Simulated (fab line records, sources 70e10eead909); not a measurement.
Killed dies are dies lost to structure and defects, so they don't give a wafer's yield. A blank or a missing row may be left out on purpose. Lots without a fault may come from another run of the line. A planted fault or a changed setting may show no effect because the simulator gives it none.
Which tool did it? | flow nand_harc | 12 lots, 36 wafers sampled, at 5 steps of a route of 1302

WHAT THE GAUGES READ, wafer by wafer
NHARC_A_BONDPAD_THK_MEAS_20: measures by xrf. Usual: thk_nm 169.5 nm, standard deviation 1.5.
lot  | measured     | on            | thk_nm (nm)       | flag
L846 | day 23 06:02 | film_metro-02 | 168.2 167.2 170.3 |
L845 | day 23 12:26 | film_metro-02 | 168.5 171.6 167.7 |
L847 | day 23 20:38 | film_metro-02 | 166.9 172.4 167.3 |
L850 | day 25 07:56 | film_metro-01 | 169.7 168.5 169.1 |
L852 | day 25 17:55 | film_metro-01 | 169.0 170.8 172.3 |
L853 | day 26 20:23 | film_metro-01 | 170.5 171.7 169.5 |
L861 | day 29 14:16 | film_metro-02 | 169.2 171.2 167.6 |
L862 | day 29 22:35 | film_metro-02 | 170.4 169.3 169.9 |
L865 | day 30 22:36 | film_metro-01 | 169.0 169.3 167.6 |
L864 | day 31 06:18 | film_metro-01 | 170.6 166.3 166.8 |
L867 | day 31 19:13 | film_metro-01 | 168.4 167.7 167.4 |
L866 | day 31 22:11 | film_metro-01 | 167.1 170.6 168.2 |

NHARC_END_SORT_01. Usual: defect_limited_yield 90.7 %, standard deviation 2.7; killed_at_array 58, standard deviation 19; killed_at_other 1.1, standard deviation 1.2; killed_at_periphery 3.8, standard deviation 2.4; killed_dies 63, standard deviation 18; killed_open 3.3, standard deviation 1.8; killed_short 2.2, standard deviation 1.6.
lot  | measured     | on        | defect_limited_yield (%) | killed_at_array | killed_at_other | killed_at_periphery | killed_dies | killed_open | killed_short | flag
L861 | day 30 18:37 | prober-02 | 88.8 90.1 89.2           | 71 62 72        | 0 0 0           | 5 5 1               | 76 67 73    | 3 6 0       | 3 2 0        |
L862 | day 31 05:08 | prober-01 | 86.9 90.1 90.5           | 82 64 55        | 4 0 3           | 3 3 6               | 89 67 64    | 3 4 2       | 5 2 1        |

WHICH TOOL RAN EACH LOT (tool, then ch and the chambers of the sampled wafers, then the start)
lot  | NHARC_A_BONDPAD_CMP_29        | NHARC_A_BONDPAD_ETCH_34            | NHARC_A_BONDPAD_ETCH_12
L846 | cmp-01 ch 1,2,3, day 23 02:38 | rie_diel-10 ch 0,2,3, day 23 03:46 | rie_diel-10 ch 0,2,3, day 23 03:50
L845 | cmp-01 ch 1,3, day 23 09:07   | rie_diel-10 ch 0,3, day 23 10:08   | rie_diel-10 ch 0,1,3, day 23 10:15
L847 | cmp-02 ch 0,1,2, day 23 17:14 | rie_diel-10 ch 0,3, day 23 18:20   | rie_diel-10 ch 0,1,3, day 23 18:27
L850 | cmp-01 ch 2,3, day 25 04:38   | rie_diel-06 ch 0,2,3, day 25 05:37 | rie_diel-06 ch 0,2,3, day 25 05:43
L852 | cmp-01 ch 1,2,3, day 25 14:34 | rie_diel-10 ch 1,3, day 25 15:39   | rie_diel-10 ch 2,3, day 25 15:44
L853 | cmp-01 ch 0,1,2, day 26 17:08 | rie_diel-10 ch 0,2,3, day 26 18:08 | rie_diel-10 ch 0,1,2, day 26 18:14
L861 | cmp-01 ch 0,3, day 29 10:57   | rie_diel-06 ch 0,2,3, day 29 11:56 | rie_diel-06 ch 0,1,3, day 29 12:01
L862 | cmp-04 ch 2,3, day 29 19:08   | rie_diel-10 ch 0,1, day 29 20:14   | rie_diel-10 ch 0,2,3, day 29 20:22
L865 | cmp-02 ch 2,3, day 30 19:17   | rie_diel-10 ch 1,2,3, day 30 20:18 | rie_diel-10 ch 0,1, day 30 20:23
L864 | cmp-01 ch 2,3, day 31 02:56   | rie_diel-10 ch 1,2,3, day 31 04:02 | rie_diel-10 ch 1,3, day 31 04:08
L867 | cmp-01 ch 1,3, day 31 15:55   | rie_diel-06 ch 0,1,3, day 31 16:55 | rie_diel-06 ch 0,1,3, day 31 17:00
L866 | cmp-02 ch 0,2,3, day 31 18:55 | rie_diel-10 ch 1,2, day 31 19:54   | rie_diel-10 ch 0,1, day 31 20:00
- NHARC_A_BONDPAD_CMP_29: polishes SiCN, target thk 200 nm.
- NHARC_A_BONDPAD_ETCH_34: etches the open film in N2/H2, target depth 60 nm, overetch 18 nm, time 65.91 s.
- NHARC_A_BONDPAD_ETCH_12: etches the open film in CHF3/O2, target depth 220 nm, time 110 s.

WHAT THE TOOLS THEMSELVES READ (means of the sampled wafers that have a number; where no wafer has one, the mark that the record gives instead)
NHARC_A_BONDPAD_CMP_29. Usual: motor_current_A 12.1 A, standard deviation 1.3.
lot  | tool   | motor_current_A (A) | flag
L846 | cmp-01 | 11.7                |
L845 | cmp-01 | 11.3                |
L847 | cmp-02 | 11.2                |
L850 | cmp-01 | 11.8                |
L852 | cmp-01 | 12.2                |
L853 | cmp-01 | 12.8                |
L861 | cmp-01 | 11.6                |
L862 | cmp-04 | 10.9                |
L865 | cmp-02 | 12.0                |
L864 | cmp-01 | 11.9                |
L867 | cmp-01 | 12.2                |
L866 | cmp-02 | 11.8                |

NHARC_A_BONDPAD_ETCH_34. Usual: drypump_motor_current_A 6.0 A, standard deviation 0.47; oes_product_au 1.002 a.u., standard deviation 0.011; rf_vpp_V 430.5 V, standard deviation 2.7; run_length_s 87.3 s, standard deviation 0.43; showerhead_plenum_p_Torr 2.04 Torr, standard deviation 0.098; throttle_valve_pct 14.172 %, standard deviation 0.009.
lot  | tool        | drypump_motor_current_A (A) | oes_product_au (a.u.) | rf_vpp_V (V) | run_length_s (s) | showerhead_plenum_p_Torr (Torr) | throttle_valve_pct (%) | flag
L846 | rie_diel-10 | 6.0                         | 1.002                 | 429.9        | 87.8             | 2.01                            | 14.174                 |
L845 | rie_diel-10 | 6.3                         | 1.000                 | 431.0        | 87.0             | 2.07                            | 14.174                 |
L847 | rie_diel-10 | 6.3                         | 1.001                 | 431.8        | 87.6             | 2.07                            | 14.174                 |
L850 | rie_diel-06 | 5.7                         | 0.991                 | 430.4        | 86.8             | 2.05                            | 14.172                 |
L852 | rie_diel-10 | 6.6                         | 0.996                 | 433.2        | 87.1             | 2.15                            | 14.174                 |
L853 | rie_diel-10 | 6.0                         | 1.005                 | 430.5        | 87.3             | 2.01                            | 14.176                 |
L861 | rie_diel-06 | 5.7                         | 1.009                 | 430.4        | 87.0             | 2.04                            | 14.172                 |
L862 | rie_diel-10 | 6.4                         | 1.010                 | 429.8        | 87.3             | 2.03                            | 14.169                 |
L865 | rie_diel-10 | 6.2                         | 1.013                 | 431.1        | 87.2             | 2.07                            | 14.179                 |
L864 | rie_diel-10 | 6.2                         | 1.008                 | 431.6        | 87.4             | 2.07                            | 14.165                 |
L867 | rie_diel-06 | 5.6                         | 1.001                 | 429.2        | 87.1             | 1.99                            | 14.178                 |
L866 | rie_diel-10 | 6.4                         | 1.018                 | 431.5        | 87.2             | 2.08                            | 14.169                 |

NHARC_A_BONDPAD_ETCH_12. Usual: drypump_motor_current_A 6.1 A, standard deviation 0.46; oes_product_au 0.955 a.u., standard deviation 0.023; rf_vpp_V 370.7 V, standard deviation 2.5; run_length_s 131.4 s, standard deviation 0.41; showerhead_plenum_p_Torr 2.40 Torr, standard deviation 0.11; throttle_valve_pct 20.572 %, standard deviation 0.0089.
lot  | tool        | drypump_motor_current_A (A) | oes_product_au (a.u.) | rf_vpp_V (V) | run_length_s (s) | showerhead_plenum_p_Torr (Torr) | throttle_valve_pct (%) | flag
L846 | rie_diel-10 | 6.0                         | 0.962                 | 369.2        | 131.7            | 2.37                            | 20.575                 |
L845 | rie_diel-10 | 6.4                         | 0.976                 | 371.2        | 131.3            | 2.45                            | 20.570                 |
L847 | rie_diel-10 | 6.4                         | 0.957                 | 371.6        | 131.5            | 2.45                            | 20.571                 |
L850 | rie_diel-06 | 5.7                         | 0.922                 | 370.8        | 131.1            | 2.41                            | 20.573                 |
L852 | rie_diel-10 | 6.0                         | 0.969                 | 371.7        | 130.5            | 2.43                            | 20.564                 |
L853 | rie_diel-10 | 6.1                         | 0.976                 | 370.0        | 130.3            | 2.38                            | 20.569                 |
L861 | rie_diel-06 | 5.6                         | 0.969                 | 369.6        | 131.2            | 2.35                            | 20.562                 |
L862 | rie_diel-10 | 6.0                         | 0.929                 | 369.9        | 131.4            | 2.36                            | 20.578                 |
L865 | rie_diel-10 | 6.5                         | 0.975                 | 372.4        | 131.1            | 2.46                            | 20.575                 |
L864 | rie_diel-10 | 6.6                         | 0.976                 | 373.0        | 131.2            | 2.52                            | 20.578                 |
L867 | rie_diel-06 | 5.6                         | 0.958                 | 369.4        | 131.3            | 2.34                            | 20.566                 |
L866 | rie_diel-10 | 6.4                         | 0.975                 | 370.1        | 131.3            | 2.38                            | 20.574                 |

THE ANSWER, worked out from the rows above alone
Rule: a lot is off if the mean of its wafers that have a number lies more than 3 standard deviations from the usual mean. A lot without any number at a reading at which 4 lots or more have one is off too. The other lots that the step has rows for count as sound. The gauges are gone through in route order, then the tools' own readings, and for those a lot's mean is taken as printed above. The first step at which some lot is off is used, and at that step the reading that is off furthest; a lot without a number counts as furthest.
No lot is off at any reading shown: from this, nothing can be told.

WHAT THE SIMULATOR HAD PUT IN
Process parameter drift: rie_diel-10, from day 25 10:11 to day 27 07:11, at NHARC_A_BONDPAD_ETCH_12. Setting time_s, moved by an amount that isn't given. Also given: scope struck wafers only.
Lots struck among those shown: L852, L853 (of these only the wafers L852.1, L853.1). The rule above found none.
